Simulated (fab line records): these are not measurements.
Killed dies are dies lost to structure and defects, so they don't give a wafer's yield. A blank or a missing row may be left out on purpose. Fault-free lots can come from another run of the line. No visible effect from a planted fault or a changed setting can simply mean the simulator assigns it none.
Struck lot and sound lot, side by side | flow nand harc | 14 steps out of a route of 1302
Sound: the wafers L210.1, L210.2, L210.6. Struck: wafers L200.4, L200.5, L200.6. The cause comes at the end.
For every step that has rows: the tool of each side, followed by ch and its chambers, followed by its first start. Under that, the readings that differ: sound wafers | struck wafers | difference of the means | sigmas: that difference in standard deviations of wafers without a fault.
alike: words and numbers the same on both sides, and readings whose means are apart by under 2 such deviations; not compared: readings that were withheld, readings missing a value for some wafer, numbers with overlapping values and no deviation given by the record, and bounds like >300 which may hide the same value.
A row with sigmas, a row that says differs or no value, or rows on one side alone: a step with any of these is where the two part. Non-overlapping numbers with no deviation appear without sigmas and do not part them. Lack of a reading on every wafer of one side parts them only where that side has two or more wafers.

NHARC_A_CONTACT_ETCH_102: etches the open film in CF4/O2, target depth 100 nm, overetch 10 nm, time 55 s.
  sound on rie diel-04 ch 0,1,2, day 29 15:32; struck on rie diel-03 ch 0,2,3, day 25 10:11
  alike: cf4 flow sccm, drypump motor current A, oes product au, rf vpp V, showerhead plenum p Torr, throttle valve pct
  not compared: rf hours counter h
NHARC_A_CONTACT_STRIP_55: strips in O2.
  sound on rie diel-04 ch 0,2; struck on rie diel-03 ch 2,3
  alike: drypump motor current A, oes product au, rf vpp V, showerhead plenum p Torr, throttle valve pct
  not compared: rf hours counter h
then, 1 step without rows for these wafers: NHARC_A_CONTACT_STRIP_56 (strips in post etch residue remover, time 600 s).
NHARC_A_CONTACT_DEP_57: deposits aC, target thk 5300 nm.
  sound on acl dep-02 ch 0, day 29 17:22; struck on acl dep-02 ch 0, day 25 12:41
  alike: throttle valve pct
NHARC_A_CONTACT_DEP_58: deposits SiON, target thk 90 nm.
  sound on pecvd-04 ch 1,2, day 29 20:32; struck on pecvd-03 ch 0,1,2, day 25 14:26
  alike: heater power w
then, 7 steps without rows for these wafers: NHARC_A_CONTACT_DEHYDRATE_59 (time 120 s); NHARC_A_CONTACT_HMDS_60 (time 30 s); NHARC_A_CONTACT_COAT_61 (time 75 s); NHARC_A_CONTACT_COAT_62 (time 65 s); NHARC_A_CONTACT_COAT_63 (resist thk 90 nm); NHARC_A_CONTACT_SOFTBAKE_64 (time 55 s); NHARC_A_CONTACT_EBR_65.
NHARC_A_CONTACT_EXPOSE_66: exposes mask A CC 2.
  struck on arfi scanner-03, day 25 14:56; sound on arfi scanner-02 ch 0, day 29 20:59
  no value came back on the struck wafers for exposure dose mJ cm2, focus offset nm (nm); on the sound wafers exposure dose mJ cm2 reads 60.0 60.0 60.1
  alike: mask
then, 1 step without rows for these wafers: NHARC_A_CONTACT_PEB_67 (peb time 65 s).

WHERE THEY PART
Only at NHARC_A_CONTACT_EXPOSE_66, within this record.

WHY: what had been put in by the simulator
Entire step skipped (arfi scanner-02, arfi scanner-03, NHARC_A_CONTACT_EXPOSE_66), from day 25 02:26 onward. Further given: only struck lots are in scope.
